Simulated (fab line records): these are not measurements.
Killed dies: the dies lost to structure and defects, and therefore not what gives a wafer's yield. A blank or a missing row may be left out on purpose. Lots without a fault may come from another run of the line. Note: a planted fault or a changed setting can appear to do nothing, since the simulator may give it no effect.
The tool behind it: which one?    flow n5Finfet    24 lots with 72 wafers sampled at 4 steps, on a route of 1938 steps

## WHAT EACH GAUGE READ, for each wafer
N5_BEOL_M5_RS_MEAS_57: measurement is done with a four-point probe.
lot   measured      on            M5_RS (ohm/sq)
L074  day 8 17:32   filmMetro-02  0.391 0.386 0.382
L075  day 8 23:16   filmMetro-01  0.375 0.390 0.370
L076  day 9 10:07   filmMetro-01  0.375 0.376 0.374
L077  day 9 12:47   filmMetro-01  0.390 0.380 0.389
L078  day 9 18:56   filmMetro-02  0.375 0.381 0.381
L079  day 10 11:56  filmMetro-02  0.386 0.379 0.386
L081  day 10 14:54  filmMetro-01  0.370 0.384 0.375
L080  day 10 16:10  filmMetro-01  0.366 0.400 0.392
L082  day 10 18:47  filmMetro-02  0.388 0.383 0.381
L083  day 11 00:24  filmMetro-01  0.385 0.402 0.393
L084  day 11 08:01  filmMetro-02  0.389 0.371 0.392
L085  day 11 17:27  filmMetro-02  0.383 0.392 0.369
L086  day 11 20:23  filmMetro-02  0.398 0.384 0.367
L087  day 11 21:24  filmMetro-01  0.406 0.375 0.399
L089  day 13 03:03  filmMetro-01  0.374 0.391 0.392
L088  day 13 03:04  filmMetro-02  0.381 0.394 0.387
L090  day 13 04:07  filmMetro-01  0.405 0.396 0.415
L093  day 13 09:32  filmMetro-01  0.363 0.381 0.375
L091  day 13 10:16  filmMetro-02  0.371 0.389 0.385
L094  day 14 09:22  filmMetro-02  0.365 0.406 0.383
L096  day 14 12:50  filmMetro-02  0.380 0.395 0.400
L095  day 14 21:15  filmMetro-01  0.395 0.377 0.388
L092  day 14 19:18  filmMetro-02  0.362 0.405 0.375
L097  day 15 04:28  filmMetro-02  0.376 0.363 0.388

## WHAT TOOL EACH LOT RAN ON (gives the tool, then ch and the chambers of the sampled wafers, and finally the start)
lot   N5_BEOL_M5_PRE_CLEAN_45      N5_BEOL_M5_SPUTTER_90        N5_BEOL_M5_DEP_56
L074  pvdSputter-02, day 8 11:28   pvdSputter-03, day 8 16:29   pecvd-02 ch 0,1,2, day 8 17:28
L075  pvdSputter-02, day 8 17:08   pvdSputter-01, day 8 22:03   pecvd-04 ch 0,1, day 8 23:12
L076  pvdSputter-01, day 9 03:16   pvdSputter-02, day 9 09:04   pecvd-04 ch 0,1,2, day 9 10:03
L077  pvdSputter-01, day 9 06:26   pvdSputter-01, day 9 11:41   pecvd-02 ch 1,2, day 9 12:43
L078  pvdSputter-03, day 9 12:23   pvdSputter-02, day 9 17:51   pecvd-03 ch 0,1, day 9 18:52
L079  pvdSputter-01, day 10 05:39  pvdSputter-03, day 10 10:49  pecvd-03 ch 1, day 10 11:52
L081  pvdSputter-01, day 10 08:46  pvdSputter-01, day 10 13:51  pecvd-02 ch 0,2, day 10 14:50
L080  pvdSputter-01, day 10 09:01  pvdSputter-02, day 10 14:45  pecvd-02 ch 0,1,2, day 10 16:07
L082  pvdSputter-03, day 10 12:25  pvdSputter-03, day 10 17:38  pecvd-04 ch 0,1, day 10 18:43
L083  pvdSputter-02, day 10 18:21  pvdSputter-01, day 10 23:16  pecvd-02 ch 0,1, day 11 00:19
L084  pvdSputter-02, day 11 01:23  pvdSputter-01, day 11 06:35  pecvd-03 ch 0,1,2, day 11 07:57
L085  pvdSputter-03, day 11 10:45  pvdSputter-01, day 11 15:39  pecvd-04 ch 0,1, day 11 17:23
L086  pvdSputter-02, day 11 14:05  pvdSputter-02, day 11 19:04  pecvd-03 ch 0,1,2, day 11 20:19
L087  pvdSputter-03, day 11 14:52  pvdSputter-03, day 11 20:04  pecvd-02 ch 1,2, day 11 21:20
L089  pvdSputter-02, day 12 21:02  pvdSputter-03, day 13 01:52  pecvd-03 ch 2, day 13 02:57
L088  pvdSputter-03, day 12 21:08  pvdSputter-01, day 13 02:01  pecvd-04 ch 1,2, day 13 03:00
L090  pvdSputter-01, day 12 21:33  pvdSputter-02, day 13 02:56  pecvd-03 ch 2, day 13 03:59
L093  pvdSputter-03, day 13 02:43  pvdSputter-01, day 13 07:56  pecvd-03 ch 0,1,2, day 13 09:28
L091  pvdSputter-03, day 13 03:08  pvdSputter-03, day 13 08:30  pecvd-02 ch 0,1,2, day 13 10:12
L094  pvdSputter-02, day 14 02:11  pvdSputter-03, day 14 08:19  pecvd-02 ch 0,1,2, day 14 09:18
L096  pvdSputter-02, day 14 05:59  pvdSputter-02, day 14 11:46  pecvd-02 ch 0,1, day 14 12:46
L095  pvdSputter-02, day 14 12:20  pvdSputter-02, day 14 19:53  pecvd-03 ch 0,1, day 14 21:11
L092  pvdSputter-02, day 14 12:34  pvdSputter-03, day 14 18:14  pecvd-03 ch 1,2, day 14 19:14
L097  pvdSputter-02, day 14 20:22  pvdSputter-03, day 15 03:21  pecvd-03 ch 0,1, day 15 04:24
- N5_BEOL_M5_PRE_CLEAN_45: time 30 s.
- N5_BEOL_M5_SPUTTER_90: material Cu, target thk 4.5 nm, time 8.29 s.
- N5_BEOL_M5_DEP_56: deposits SiCN from 3MS/NH3, target thk 8 nm, time 14 s.

## AS READ BY THE TOOLS THEMSELVES (means over the sampled wafers that have a number; for cases with no such wafer, the mark the record gives instead)
N5_BEOL_M5_PRE_CLEAN_45.
lot   tool           heaterPowerW (W)  susceptorTempC (C)
L074  pvdSputter-02  305               250.20
L075  pvdSputter-02  295               250.33
L076  pvdSputter-01  335               249.95
L077  pvdSputter-01  321               249.95
L078  pvdSputter-03  326               249.94
L079  pvdSputter-01  328               250.22
L081  pvdSputter-01  318               249.83
L080  pvdSputter-01  318               250.04
L082  pvdSputter-03  354               250.01
L083  pvdSputter-02  339               249.86
L084  pvdSputter-02  304               249.88
L085  pvdSputter-03  323               250.15
L086  pvdSputter-02  318               250.00
L087  pvdSputter-03  354               249.92
L089  pvdSputter-02  335               249.99
L088  pvdSputter-03  338               250.21
L090  pvdSputter-01  328               249.98
L093  pvdSputter-03  368               250.06
L091  pvdSputter-03  358               250.00
L094  pvdSputter-02  310               249.96
L096  pvdSputter-02  320               250.01
L095  pvdSputter-02  321               249.99
L092  pvdSputter-02  319               249.87
L097  pvdSputter-02  322               249.86

N5_BEOL_M5_SPUTTER_90.
lot   tool           chuckSensorTempC (C)  susceptorTempC (C)  throttleValvePct (%)
L074  pvdSputter-03  -15.8                 -19.87              29.6
L075  pvdSputter-01  -15.4                 -19.93              30.4
L076  pvdSputter-02  -15.8                 -20.03              31.0
L077  pvdSputter-01  -15.2                 -20.08              30.3
L078  pvdSputter-02  -15.5                 -19.86              30.4
L079  pvdSputter-03  -15.9                 -19.99              29.2
L081  pvdSputter-01  -15.8                 -20.06              30.0
L080  pvdSputter-02  -15.9                 -20.01              30.9
L082  pvdSputter-03  -15.8                 -20.06              29.5
L083  pvdSputter-01  -15.1                 -19.89              30.2
L084  pvdSputter-01  -15.9                 -19.97              29.4
L085  pvdSputter-01  -15.6                 -20.08              30.6
L086  pvdSputter-02  -15.9                 -20.01              30.1
L087  pvdSputter-03  -16.0                 -19.99              29.0
L089  pvdSputter-03  -16.2                 -20.04              29.1
L088  pvdSputter-01  -15.7                 -20.04              30.7
L090  pvdSputter-02  -15.9                 -20.07              31.0
L093  pvdSputter-01  -15.6                 -19.97              30.6
L091  pvdSputter-03  -16.1                 -20.04              29.4
L094  pvdSputter-03  -16.4                 -20.08              28.5
L096  pvdSputter-02  -15.9                 -20.03              31.0
L095  pvdSputter-02  -16.0                 -19.89              30.9
L092  pvdSputter-03  -16.3                 -19.86              29.0
L097  pvdSputter-03  -15.8                 -20.01              29.5

N5_BEOL_M5_DEP_56.
lot   tool      showerheadPlenumPTorr (Torr)  throttleValvePct (%)
L074  pecvd-02  3.659                         8.8
L075  pecvd-04  3.675                         8.8
L076  pecvd-04  3.675                         8.9
L077  pecvd-02  3.659                         8.7
L078  pecvd-03  3.650                         8.9
L079  pecvd-03  3.646                         8.8
L081  pecvd-02  3.670                         8.5
L080  pecvd-02  3.659                         8.9
L082  pecvd-04  3.678                         9.1
L083  pecvd-02  3.654                         9.3
L084  pecvd-03  3.657                         8.8
L085  pecvd-04  3.686                         8.8
L086  pecvd-03  3.664                         8.8
L087  pecvd-02  3.657                         8.7
L089  pecvd-03  3.663                         8.6
L088  pecvd-04  3.678                         9.1
L090  pecvd-03  3.665                         8.6
L093  pecvd-03  3.662                         8.7
L091  pecvd-02  3.660                         9.0
L094  pecvd-02  3.662                         8.9
L096  pecvd-02  3.657                         9.3
L095  pecvd-03  3.653                         8.9
L092  pecvd-03  3.648                         8.7
L097  pecvd-03  3.653                         8.7

## THE ANSWER, worked out from the rows above alone
Rule: what is usual is taken from the lots themselves. The widest of any qualifying gaps counts: lots, ordered by their means at a reading, are off when they make up no more than a third of the lots, leave a main group of 4 or more, and stand apart from it by 3 or more times the standard deviation of that group's means. If all means in a main group match to the digits the tables above print for the reading, that group is not used. Also off: a lot with no number at a reading for which 4 or more lots have one. The other lots that the step has rows for count as sound. First the gauges in route order, then the tools' own readings, where a lot's mean is used as printed above. At the first step where some lot is off, the reading lying furthest off is the one used; lots without a number count as furthest.
No lot is off at any reading shown: from this, nothing can be told.

## WHAT HAD BEEN PUT IN BY THE SIMULATOR
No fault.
